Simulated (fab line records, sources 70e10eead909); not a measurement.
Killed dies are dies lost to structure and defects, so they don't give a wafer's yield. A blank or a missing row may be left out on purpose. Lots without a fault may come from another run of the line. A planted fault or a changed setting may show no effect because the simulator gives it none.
Chamber matching | flow nand_harc | NHARC_A_CONTACT_ETCH_88 on rie_diel-03: 4 sister chambers
The step etches the open film in CF4, target depth 39 nm, time 65 s. 18 wafers are shown with their chamber, then 9 later ones without.

WAFERS WITH THEIR CHAMBER
wafer  | chamber | rf_vpp_V (V) | showerhead_plenum_p_Torr (Torr) | bias_w (W)
L077.1 | 1       | 149.2        | 1.67                            | 99.9
L077.5 | 3       | 151.2        | 1.76                            | 100.1
L077.6 | 0       | 153.5        | 1.91                            | 99.6
L081.3 | 0       | 153.2        | 1.90                            | 99.8
L081.4 | 3       | 150.8        | 1.76                            | 100.3
L081.5 | 2       | 151.1        | 1.64                            | 100.2
L084.3 | 1       | 149.9        | 1.67                            | 99.7
L084.4 | 0       | 154.7        | 1.90                            | 99.6
L084.6 | 3       | 150.1        | 1.75                            | 100.0
L089.1 | 0       | 153.1        | 1.90                            | 99.9
L089.2 | 1       | 149.8        | 1.67                            | 99.7
L089.6 | 0       | 153.1        | 1.90                            | 99.8
L087.1 | 2       | 152.3        | 1.91                            | 100.2
L087.5 | 0       | 153.6        | 1.90                            | 100.3
L087.6 | 1       | 149.9        | 1.67                            | 100.1
L090.2 | 1       | 149.5        | 1.67                            | 100.3
L090.4 | 0       | 153.1        | 1.90                            | 100.0
L090.6 | 0       | 151.7        | 1.90                            | 99.8

SIGNATURES (means of the wafers above)
reading                  | chamber 0 | chamber 1 | chamber 2 | chamber 3 | scatter within a chamber
rf_vpp_V                 | 153.250   | 149.660   | 151.700   | 150.700   | 0.68
showerhead_plenum_p_Torr | 1.9012    | 1.6700    | 1.7750    | 1.7567    | 0.0511
bias_w                   | 99.850    | 99.940    | 100.200   | 100.133   | 0.22
Rule: a wafer's distance from a chamber is the root of the sum, over the readings, of the square of ((its reading less the chamber's mean) divided by the reading's scatter). The wafer belongs to the nearest chamber; if the next one is less than 2 further off, it can't be placed. The scatter: the root of (the sum of the squares of (reading less its chamber's mean) over the shown wafers, divided by (wafers less chambers)).

WAFERS WITHOUT THEIR CHAMBER
wafer  | rf_vpp_V (V) | showerhead_plenum_p_Torr (Torr) | bias_w (W)
L092.3 | 149.5        | 1.66                            | 100.1
L092.4 | 152.5        | 1.90                            | 100.8
L092.5 | 153.3        | 1.91                            | 99.7
L094.2 | 152.2        | 1.90                            | 99.6
L094.3 | 151.5        | 1.90                            | 100.1
L094.4 | 150.4        | 1.75                            | 100.0
L097.2 | 153.2        | 1.90                            | 99.3
L097.4 | 152.4        | 1.90                            | 99.5
L097.6 | 151.5        | 1.66                            | 100.0

WHICH CHAMBER EACH WENT THROUGH
wafer  | from the rows above          | in truth
L092.3 | can't be placed: 1 or 3      | 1
L092.4 | can't be placed: 2 or 0 or 3 | 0
L092.5 | 0                            | 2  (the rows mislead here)
L094.2 | can't be placed: 0 or 2      | 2
L094.3 | can't be placed: 2 or 0 or 3 | 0
L094.4 | can't be placed: 3 or 1 or 2 | 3
L097.2 | 0                            | 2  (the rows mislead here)
L097.4 | 0                            | 0
L097.6 | can't be placed: 3 or 2 or 1 | 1
Placed correctly: 1 of 9. Can't be placed from these rows: 6 (the true chamber is among the candidates in 6). Placed wrongly: 2.
